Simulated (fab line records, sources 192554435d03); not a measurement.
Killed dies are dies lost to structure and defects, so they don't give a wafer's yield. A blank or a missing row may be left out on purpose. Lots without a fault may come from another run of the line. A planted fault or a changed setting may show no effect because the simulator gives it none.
fab line records | flow n5_finfet
record lots=12 wafers=36 last_day=15
route steps=1938 shown BEOL_M9@1415
lots that met no fault: from a run of the same line without faults
start_h: hours from the record's first day to the start of the lot's first wafer shown | wait_h: hours since the lot's step before | " the same as in the row above | L1.1+2: a row that stands for several wafers | - no value, or no start given | * or withheld: withheld | < > ~ a bound
route shown NAME@n: a module of which the file shows steps, and the number in the route of the first | usual: mean/standard deviation of fault-free wafers | same: alike in all rows | chamber/n: place in a boat | sites: the reading at each site | _std_site: their standard deviation | _edge_site: outer sites' mean less inner sites' | radius_mm: how far each site lies from the wafer's centre | mask NAME#n: copy n | behind: the tool/chamber that last shaped the wafer | hold: why the lot was held/for how many hours/how that ended | device: the transistor (n, p or np) that didn't switch | end of line: the same wafers' tests at the end of the route | a step without rows: its recipe alone | killed: dies lost to structure and defects at the first sort, not the wafer's yield | map: a wafer's dies, x killed, . not, _ none there
set.NAME: the setting as run; set.NAME@STEP: as run at that earlier step | model.NAME: the simulator's own value behind a step, which no gauge read
steps of the route over a sample of lots; a table a step, a row a wafer
services: from which hour (start_h, from the record's first day; less than 0 if before it) a tool's chamber was out of use, for how many hours, and why
## steps
# step N5_BEOL_M9_OVL_MEAS_12
# recipe points_per_wafer=44
# usual M9_OVL=0.1/0.87
# columns lot.wafer tool chamber start_h wait_h M9_OVL[nm]
L653.1 overlay-02 0 196.41 0.0 -1.2
L653.2 " 0 " " 0.0
L653.4 " 0 " " -0.1
L654.3 overlay-01 0 215.91 0.0 2.0
L654.4 " 0 " " 0.7
L654.6 " 0 " " 2.5
L656.1 overlay-02 0 223.67 0.0 1.0
L656.2 " 0 " " -0.8
L656.5 " 0 " " 0.2
L658.1 overlay-01 0 234.73 0.0 -0.3
L658.2 " 0 " " -0.7
L658.6 " 0 " " -1.4
L660.2 overlay-01 0 241.61 0.0 -0.4
L660.3 " 0 " " 0.1
L660.6 " 0 " " 0.6
L661.1 overlay-01 0 247.70 0.0 -0.5
L661.2 " 0 " " -0.2
L661.6 " 0 " " -0.7
L662.1 overlay-02 0 251.53 0.0 -0.1
L662.2 " 0 " " -0.4
L662.5 " 0 " " 0.0
L663.2 overlay-01 0 263.06 0.0 -0.6
L663.4 " 0 " " -0.4
L663.5 " 0 " " -0.3
L664.1 overlay-01 0 266.45 0.0 -1.8
L664.3 " 0 " " 0.1
L664.5 " 0 " " -0.5
L666.1 overlay-02 0 284.82 0.0 1.5
L666.4 " 0 " " 0.2
L666.5 " 0 " " 1.4
L667.1 overlay-02 0 292.99 0.0 0.0
L667.3 " 0 " " 0.5
L667.6 " 0 " " 1.0
L671.2 overlay-02 0 309.14 0.0 0.7
L671.4 " 0 " " 1.4
L671.5 " 0 " " 0.3
# step N5_BEOL_M9_EXPOSE_25
# recipe mask_id=V8 na=0.33 source_shape=annular sigma_inner=0.4 sigma_outer=0.8 polarization=unpolarized dose_mj=37.25
# usual exposure_dose_mJ_cm2=37.19/0.17
# same sigma_outer=0.8
# columns lot.wafer tool chamber start_h wait_h mask exposure_dose_mJ_cm2
L653.1 euv_scanner-02 0 197.14 - V8#0 37.13
L653.2 " 0 " " V8#0 37.16
L653.4 " 0 " " V8#0 37.15
L654.3 euv_scanner-01 0 217.93 - V8#0 37.19
L654.4 " 0 " " V8#0 37.16
L654.6 " 0 " " V8#0 37.12
L656.1 euv_scanner-02 0 226.44 - V8#0 37.11
L656.2 " 0 " " V8#0 37.16
L656.5 " 0 " " V8#0 37.16
L658.1 euv_scanner-01 0 236.66 - V8#0 37.15
L658.2 " 0 " " V8#0 37.18
L658.6 " 0 " " V8#0 37.18
L660.2 euv_scanner-02 0 242.51 - V8#0 37.13
L660.3 " 0 " " V8#0 37.18
L660.6 " 0 " " V8#0 37.12
L661.1 euv_scanner-02 0 248.55 - V8#0 37.13
L661.2 " 0 " " V8#0 37.08
L661.6 " 0 " " V8#0 37.08
L662.1 euv_scanner-02 0 253.15 - V8#0 37.21
L662.2 " 0 " " V8#0 37.15
L662.5 " 0 " " V8#0 37.20
L663.2 euv_scanner-02 0 264.52 - V8#0 37.10
L663.4 " 0 " " V8#0 37.12
L663.5 " 0 " " V8#0 37.14
L664.1 euv_scanner-01 0 268.53 - V8#0 37.17
L664.3 " 0 " " V8#0 37.17
L664.5 " 0 " " V8#0 37.20
L666.1 euv_scanner-01 0 287.03 - V8#0 37.15
L666.4 " 0 " " V8#0 37.16
L666.5 " 0 " " V8#0 37.15
L667.1 euv_scanner-01 0 295.63 - V8#0 37.16
L667.3 " 0 " " V8#0 37.19
L667.6 " 0 " " V8#0 37.15
L671.2 euv_scanner-01 0 312.87 - V8#0 36.42
L671.4 " 0 " " V8#0 36.44
L671.5 " 0 " " V8#0 36.40
# step N5_BEOL_M9_OVL_MEAS_29
# recipe points_per_wafer=522
# usual V8_OVL=0.2/0.64
# columns lot.wafer tool chamber start_h wait_h V8_OVL[nm]
L653.1 overlay-02 0 197.30 0.0 -0.1
L653.2 " 0 " " 0.0
L653.4 " 0 " " -0.3
L654.3 overlay-01 0 218.09 0.0 -0.4
L654.4 " 0 " " -0.1
L654.6 " 0 " " 0.3
L656.1 overlay-01 0 226.60 0.0 0.3
L656.2 " 0 " " 0.1
L656.5 " 0 " " -0.1
L658.1 overlay-01 0 236.82 0.0 0.5
L658.2 " 0 " " 0.0
L658.6 " 0 " " -0.4
L660.2 overlay-01 0 242.67 0.0 -0.9
L660.3 " 0 " " -0.5
L660.6 " 0 " " -0.1
L661.1 overlay-02 0 248.71 0.0 -0.4
L661.2 " 0 " " -1.0
L661.6 " 0 " " -0.6
L662.1 overlay-01 0 253.31 0.0 0.2
L662.2 " 0 " " 0.4
L662.5 " 0 " " -0.2
L663.2 overlay-01 0 264.68 0.0 -0.3
L663.4 " 0 " " 0.1
L663.5 " 0 " " -1.0
L664.1 overlay-01 0 268.68 0.0 0.2
L664.3 " 0 " " -0.1
L664.5 " 0 " " 0.7
L666.1 overlay-01 0 287.19 0.0 0.7
L666.4 " 0 " " 0.8
L666.5 " 0 " " 1.5
L667.1 overlay-01 0 295.79 0.0 0.7
L667.3 " 0 " " 0.4
L667.6 " 0 " " 1.4
L671.2 overlay-01 0 313.02 0.0 0.0
L671.4 " 0 " " -1.3
L671.5 " 0 " " -0.4
# step N5_BEOL_M9_ETCH_66
# recipe chemistry=N2/H2 target=SOC target_depth_a=800 overetch_a=160 mask_material=SiARC temp_c=40 time_s=120 ion_energy_ev=200 pressure_mtorr=30 source_w=840 bias_w=150 n2_flow_sccm=200 h2_flow_sccm=200
# usual drypump_motor_current_A=5.5/0.41 oes_product_au=0.60/0.05 rf_vpp_V=523.9/2.8 showerhead_plenum_p_Torr=2.54/0.1 throttle_valve_pct=17.73/0.23
# same time_s=120
# columns lot.wafer tool chamber start_h wait_h drypump_motor_current_A oes_product_au rf_hours_counter_h rf_vpp_V showerhead_plenum_p_Torr throttle_valve_pct
L653.1 rie_diel-06 1 197.47 0.0 4.7 0.52 238 522.6 2.49 17.78
L653.2 " 0 " " 5.7 0.70 19 525.7 2.60 17.50
L653.4 " 2 " " 5.4 0.62 95 526.9 2.67 17.68
L654.3 rie_diel-06 0 218.37 0.0 5.7 0.71 25 524.9 2.60 17.51
L654.4 " 3 " " 5.9 0.59 151 517.0 2.33 17.42
L654.6 " 0 " " 5.6 0.70 - 524.1 2.60 17.51
L656.1 rie_diel-05 2 226.77 0.0 5.1 0.63 80 526.5 2.69 17.74
L656.2 " 0 " " 6.0 0.64 82 524.7 2.58 17.72
L656.5 " 0 " " 6.0 0.63 - 524.8 2.58 17.73
L658.1 rie_diel-02 3 236.99 0.0 5.5 0.56 166 526.3 2.66 18.06
L658.2 " 2 " " 5.9 0.55 217 523.8 2.50 17.94
L658.6 " 2 " " 5.9 0.55 - 524.8 2.50 17.94
L660.2 rie_diel-05 3 242.84 0.0 5.2 0.64 64 525.2 2.60 17.93
L660.3 " 1 " " 5.8 0.66 58 525.5 2.60 18.08
L660.6 " 2 " " 5.1 0.63 - 527.8 2.69 17.73
L661.1 rie_diel-02 2 248.88 0.0 5.9 0.55 221 522.8 2.50 17.94
L661.2 " 3 " " 5.5 0.57 170 525.7 2.65 18.06
L661.6 " 0 " " 5.0 0.55 - 524.0 2.51 17.66
L662.1 rie_diel-06 3 253.48 0.0 5.9 0.58 163 518.4 2.32 17.45
L662.2 " 0 " " 5.7 0.68 38 527.0 2.59 17.53
L662.5 " 3 " " 5.9 0.59 - 517.9 2.32 17.45
L663.2 rie_diel-02 3 264.84 0.0 5.5 0.55 175 525.8 2.65 18.07
L663.4 " 0 " " 5.1 0.55 196 522.4 2.50 17.68
L663.5 " 2 " " 5.9 0.54 - 523.3 2.50 17.95
L664.1 rie_diel-02 3 268.86 0.0 5.5 0.56 176 526.0 2.65 18.07
L664.3 " 0 " " 5.1 0.56 197 524.2 2.50 17.68
L664.5 " 0 " " 5.0 0.55 - 522.8 2.50 17.69
L666.1 rie_diel-05 0 287.36 0.0 6.1 0.62 101 523.5 2.57 17.75
L666.4 " 1 " " 5.8 0.65 72 525.7 2.60 18.11
L666.5 " 2 " " 5.1 0.61 - 528.2 2.69 17.76
L667.1 rie_diel-06 0 295.96 0.0 5.7 0.67 52 525.4 2.59 17.57
L667.3 " 2 " " 5.4 0.59 127 528.4 2.66 17.75
L667.6 " 1 " " 4.7 0.70 - 521.8 2.48 17.37
L671.2 rie_diel-02 3 313.19 0.0 5.5 0.54 189 526.6 2.65 18.08
L671.4 " 0 " " 5.0 0.55 211 523.3 2.50 17.71
L671.5 " 0 " " 5.0 0.55 - 524.7 2.50 17.71
## services
# columns tool chamber start_h hours kind
euv_scanner-01 - 173.14 1.0 pm
euv_scanner-02 0 183.72 - calibration
euv_scanner-02 - 202.43 0.7 repair
rie_diel-05 2 208.68 3.8 repair
euv_scanner-02 - 210.53 1.0 pm
euv_scanner-01 0 212.90 - calibration
euv_scanner-01 - 217.40 0.2 repair
rie_diel-05 0 221.63 2.8 repair
euv_scanner-01 - 229.29 1.0 pm
euv_scanner-01 - 236.73 4.6 pm
rie_diel-06 1 237.52 - clean
rie_diel-06 1 237.52 - consumable_replace:focus_ring
rie_diel-06 1 237.52 21.4 scheduled_down
rie_diel-06 1 237.52 21.4 vent_cycle
euv_scanner-02 - 266.68 1.0 pm
euv_scanner-02 - 268.73 4.6 pm
rie_diel-06 3 272.94 8.2 repair
euv_scanner-01 - 285.44 1.0 pm
rie_diel-05 2 292.50 6.9 repair
euv_scanner-02 - 308.32 - calibration
## key
first_sign step=N5_BEOL_M9_EXPOSE_25 reading=exposure_dose_mJ_cm2 direction=down sigmas=4.5 usual=37.19 struck=36.42
effect none on later readings
met_at N5_BEOL_M9_EXPOSE_25
struck_lots L671
rows_end L671.2,L671.4,L671.5
loop_trim step=N5_BEOL_M9_EXPOSE_25 setting=dose lots=L671
not_acting_at N5_BEOL_M9_OVL_MEAS_12,N5_BEOL_M9_OVL_MEAS_29,N5_BEOL_M9_ETCH_66
onset_between 295.63 312.87
fault kind=process_parameter_drift tool=euv_scanner-01 chamber=- onset_h=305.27 steps=N5_BEOL_M9_EXPOSE_25 channel=dose_mj offset=-0.93831 shape=step acts_in=these_recipes_only stated=37.25
# rows_end: these wafers met a further fault down the route, and their rows from its step on are left out
# loop_trim: a control loop set the setting to another value than it would have without faults
